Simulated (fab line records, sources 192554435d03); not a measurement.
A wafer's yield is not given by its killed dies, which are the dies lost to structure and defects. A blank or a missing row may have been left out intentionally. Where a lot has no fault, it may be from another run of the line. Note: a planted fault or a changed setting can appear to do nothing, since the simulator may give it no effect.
Code-filled problem report in 8D (eight disciplines) form :: flow n5Finfet :: the parts of the form that need people (team, actions taken, sign-off) are left out

1. PROBLEM STATEMENT
Across 2 wafers from 2 lots, M7_ILD_THK at N5_BEOL_M7_THK_MEAS_01 averages 222.2 nm, while fault-free wafers read 155.7 nm with a standard deviation of 2.2. Relative to the usual mean, that is a shift of +30 standard deviations.
First observed at day 10 19:26: wafer L909.3, on filmMetro-02. Wafers with a number at this step in the record: 28, from 10 lots. The rule behind "out" and "out of limits": a value lying over 4 standard deviations away from the usual mean. The rest of the wafers with a number are treated as sound.

2. WHAT THIS IS AND IS NOT
question: which readings at this step
is: M7_ILD_THK
is not: -

question: which lots
is: L909, L912
is not: L902, L904, L913, L916, L917, L921, L922, L923

question: which wafers of those lots
is: L909.3, L912.3
is not: L909.6, L912.1

question: read on which gauges
is: filmMetro-02
is not: filmMetro-01

question: when
is: from day 10 19:26
is not: up to then (7 sound wafers); but 19 sound wafers of L912, L913, L916, L917, L921, L922, L923 came after

3. WHAT RULES OUT EACH SUSPECT
Counting: any tool at a process step up to the reading remains a suspect provided it ran every lot that is out. Sound lots after the first of them don't rule it out here, since some wafers of a struck lot are sound.
- the gauge at N5_BEOL_M7_THK_MEAS_01 has been ruled out. All the wafers that are out were read on filmMetro-02, but those of them that N5_PASSIVATION_PROBE_49 has rows for are out there too, on other tools.
- pecvd-02 at N5_BEOL_M6_DEP_56 (deposits SiCN from 3MS/NH3, target thk 10 nm, time 17.5 s): kept. Every lot that is out went through it, the first being L909 (day 10 18:19); the last sound lot it ran before that was L904 (day 9 16:37).
- pecvd-04 at N5_BEOL_M7_ILD_DEP_00 (deposits SiCOH lowk from DEMS/porogen, target thk 179.75 nm, time 33.4 s): kept. Every lot that is out went through it, the first being L909 (day 10 18:28); the last sound lot it ran before that was L904 (day 9 16:44).
- At N5_BEOL_M6_DEP_56 on pecvd-02, chamber 2 took the sound wafers of the same lots and chamber 1 took the wafers that are out.
Left after counting: pecvd-02 at N5_BEOL_M6_DEP_56, pecvd-04 at N5_BEOL_M7_ILD_DEP_00.

4. THE CAUSE (what the simulator had put in)
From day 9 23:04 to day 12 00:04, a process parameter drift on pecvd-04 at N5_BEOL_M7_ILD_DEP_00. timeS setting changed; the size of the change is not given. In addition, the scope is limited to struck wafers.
Counting leaves 2 suspects; this tool is one of them.

5. SEQUENCE OF EFFECTS, ordered by route
One row per reading whose mean, taken over the struck wafers that have a number, lies over 3 standard deviations from the usual. Readings are gone through only where the record gives a usual standard deviation; hours: the median, over the lots, of the time from a lot's start at the first step in this table giving one to that lot's start at this step; sigmas: the change measured in usual standard deviations.
hours: 0
step: N5_BEOL_M7_THK_MEAS_01
reading: M7_ILD_THK
usual: 155.7 nm
on struck wafers: 222.2
change: +66.5
sigmas: +30

hours: 83
step: N5_PASSIVATION_PROBE_49
reading: defectLimitedYield
usual: 91.3 %
on struck wafers: 0.0
change: -91.3
sigmas: -61

hours: 83
step: N5_PASSIVATION_PROBE_49
reading: killed_at_M4_up
usual: 14
on struck wafers: 1095
change: +1081
sigmas: +99 or more

hours: 83
step: N5_PASSIVATION_PROBE_49
reading: killedDies
usual: 103
on struck wafers: 1180
change: +1077
sigmas: +60

hours: 83
step: N5_PASSIVATION_PROBE_49
reading: killedOnRim
usual: 14
on struck wafers: 152
change: +138
sigmas: +31

hours: 83
step: N5_PASSIVATION_PROBE_49
reading: sort_bin_5_function
usual: 5.1 %
on struck wafers: 96.5
change: +91.4
sigmas: +92

hours: 83
step: N5_PASSIVATION_PROBE_49
reading: sortNPass
usual: 1077
on struck wafers: 0
change: -1077
sigmas: -60

hours: 83
step: N5_PASSIVATION_PROBE_49
reading: sortYieldPct
usual: 91.2 %
on struck wafers: 0.0
change: -91.2
sigmas: -61
Process steps it contains:
- N5_PASSIVATION_PROBE_49

6. HOW IT WOULD HAVE BEEN CAUGHT EARLIER
Counted from the fault's start at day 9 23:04, it took 20 hours until the first out-of-limits reading at a measuring or inspecting step in this record, taken at day 10 19:26.
Tool readings at N5_BEOL_M7_ILD_DEP_00 with a usual standard deviation given in the record: none out on any struck wafer, hence no alarm at a limit of 4 standard deviations on them.
Among the 2 lots that are out, L912 began N5_BEOL_M7_ILD_DEP_00 on pecvd-04 after day 10 19:26. A hold on the tool at that time would have spared it.
